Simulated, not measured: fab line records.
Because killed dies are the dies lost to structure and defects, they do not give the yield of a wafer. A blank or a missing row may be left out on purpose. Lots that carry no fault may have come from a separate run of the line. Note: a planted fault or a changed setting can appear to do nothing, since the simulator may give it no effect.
One fault seen from 2 desks | flow n5_finfet | only its own numbers are on each desk; what lay behind them is given at the end

## THE METROLOGY DESK
Means of the sampled wafers that have a number, per lot and without regard to the tool the lot ran on: this is what the gauges read. If a lot's mean is further than 4 standard deviations from the usual mean, the lot is out of limits and carries the mark OUT (the distance appears in the brackets).
Columns: A = trench_depth_nm at N5_BEOL_M6_OCD_MEAS_38, usual 93.5 nm; B = cd_nm at N5_BEOL_M6_CD_MEAS_35, usual 39.5 nm
lot  | first seen here | A    | B
L947 | day 10 18:11    | 93.2 | 40.0
L952 | day 11 16:16    | 96.3 | 39.3
L955 | day 12 21:54    | 91.2 | 38.8
L965 | day 15 02:10    | 92.0 | 39.7
L964 | day 15 22:04    | 94.6 | 39.2
Finding of this desk: none of the 5 lots has anything out of limits.

## DESK OF THE TOOL OWNER: cvd_co-02
The tool's own readings at N5_BEOL_M6_CVD_78 (deposits Co from CCTBA/H2, target thk 2 nm, time 142.3 s): means of the sampled wafers that have a number, for each lot that ran on this tool. If a lot's mean is further than 4 standard deviations from the usual mean, the lot is out of limits and carries the mark OUT (the distance appears in the brackets).
Columns: A = run_length_s at N5_BEOL_M6_CVD_78, usual 165.2 s
lot  | first seen here | A
L952 | day 11 17:55    | 165.1
L955 | day 12 23:08    | 167.0
Finding of this desk: none of the 2 lots has anything out of limits.

## BROUGHT TOGETHER
The metrology desk saw nothing out of limits.
Nothing out of limits was seen by the tool owner's desk.

## WHAT THE SIMULATOR HAD PUT IN
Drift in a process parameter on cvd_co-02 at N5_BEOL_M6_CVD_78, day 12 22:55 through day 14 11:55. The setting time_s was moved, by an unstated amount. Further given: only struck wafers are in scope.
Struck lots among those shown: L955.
